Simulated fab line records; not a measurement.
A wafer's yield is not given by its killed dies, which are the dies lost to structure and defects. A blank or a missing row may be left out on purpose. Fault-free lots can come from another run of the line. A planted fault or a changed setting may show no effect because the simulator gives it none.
Chamber matching / flow n5_finfet / rie_diel-03 running N5_BEOL_M4_ETCH_70: 4 sister chambers
The step etches SOC in N2/H2, target depth 80 nm, overetch 24 nm, time 130 s. 4 wafers are shown with their chamber, then 8 later ones without.

## EACH WAFER AND ITS CHAMBER
wafer=L079.6; chamber=3; showerhead_plenum_p_Torr (Torr)=2.57
wafer=L084.3; chamber=0; showerhead_plenum_p_Torr (Torr)=2.61
wafer=L084.4; chamber=2; showerhead_plenum_p_Torr (Torr)=2.43
wafer=L086.1; chamber=1; showerhead_plenum_p_Torr (Torr)=2.37

## WAFERS WITH NO CHAMBER GIVEN
wafer=L086.2; showerhead_plenum_p_Torr (Torr)=2.61
wafer=L086.5; showerhead_plenum_p_Torr (Torr)=2.43
wafer=L093.3; showerhead_plenum_p_Torr (Torr)=2.60
wafer=L093.4; showerhead_plenum_p_Torr (Torr)=2.60
wafer=L093.5; showerhead_plenum_p_Torr (Torr)=2.56
wafer=L094.4; showerhead_plenum_p_Torr (Torr)=2.68
wafer=L094.5; showerhead_plenum_p_Torr (Torr)=2.56
wafer=L094.6; showerhead_plenum_p_Torr (Torr)=2.42

## WHICH CHAMBER EACH ONE RAN IN
wafer=L086.2; from the rows above=can't be placed: 0 or 3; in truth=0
wafer=L086.5; from the rows above=2; in truth=2
wafer=L093.3; from the rows above=can't be placed: 0 or 3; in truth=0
wafer=L093.4; from the rows above=can't be placed: 0 or 3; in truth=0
wafer=L093.5; from the rows above=can't be placed: 3 or 0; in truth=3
wafer=L094.4; from the rows above=can't be placed: 0 or 3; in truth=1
wafer=L094.5; from the rows above=can't be placed: 3 or 0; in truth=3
wafer=L094.6; from the rows above=can't be placed: 2 or 1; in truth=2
1 of 8 placed correctly. These rows do not allow placing 7 (true chamber among the candidates in 6). Wrongly placed: 0.
How it was worked out, from the rows above alone: a wafer's distance from a chamber is the root of the sum, over the readings, of the square of ((its reading less the chamber's mean) divided by the reading's scatter). If the next closest chamber is less than 2 further off than the closest, the wafer can't be placed; otherwise it belongs to the closest. Each chamber's mean is taken over the wafers shown for it. The scatter (one wafer shown for each chamber): square how far every hidden wafer sits from the nearest shown wafer, average those squares and take the square root.
